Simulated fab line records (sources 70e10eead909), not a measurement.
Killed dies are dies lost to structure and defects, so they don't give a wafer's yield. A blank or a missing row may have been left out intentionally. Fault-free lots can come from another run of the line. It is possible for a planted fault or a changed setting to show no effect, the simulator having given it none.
Matching of chambers :: flow nandHarc :: NHARC_A_CONTACT_DESCUM_47 on rieDiel-05 has 4 sister chambers
The step chemistry O2, time 3 s. 4 wafers are shown with their chamber, then 7 later ones without.

WAFERS, EACH WITH ITS CHAMBER
wafer: L088.2
chamber: 0
showerheadPlenumPTorr (Torr): 1.78

wafer: L088.3
chamber: 3
showerheadPlenumPTorr (Torr): 1.95

wafer: L089.1
chamber: 2
showerheadPlenumPTorr (Torr): 2.02

wafer: L089.3
chamber: 1
showerheadPlenumPTorr (Torr): 1.79

WAFERS WITH NO CHAMBER GIVEN
wafer: L089.5
showerheadPlenumPTorr (Torr): 1.78

wafer: L092.1
showerheadPlenumPTorr (Torr): 1.77

wafer: L092.5
showerheadPlenumPTorr (Torr): 1.77

wafer: L092.6
showerheadPlenumPTorr (Torr): 1.79

wafer: L097.1
showerheadPlenumPTorr (Torr): 1.77

wafer: L097.5
showerheadPlenumPTorr (Torr): 1.77

wafer: L097.6
showerheadPlenumPTorr (Torr): 1.78

THE CHAMBER EACH PASSED THROUGH
wafer: L089.5
from the rows above: can't be placed: 0 or 1
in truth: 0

wafer: L092.1
from the rows above: can't be placed: 0 or 1
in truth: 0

wafer: L092.5
from the rows above: can't be placed: 0 or 1
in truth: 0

wafer: L092.6
from the rows above: can't be placed: 1 or 0
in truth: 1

wafer: L097.1
from the rows above: can't be placed: 0 or 1
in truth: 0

wafer: L097.5
from the rows above: can't be placed: 0 or 1
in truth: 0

wafer: L097.6
from the rows above: can't be placed: 0 or 1
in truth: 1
Correctly placed: 0 of 7. These rows do not allow placing 7 (true chamber among the candidates in 7). Number placed wrongly: 0.
How it was worked out, from the rows above alone: a wafer's distance from a chamber is the root of the sum, over the readings, of the square of ((its reading less the chamber's mean) divided by the reading's scatter). If the next closest chamber is less than 2 further off than the closest, the wafer can't be placed; otherwise it belongs to the closest. The mean given for a chamber averages the wafers shown for that chamber. The scatter: with one shown wafer a chamber, the root of the mean of the squares of how far each hidden wafer lies from its nearest shown one.
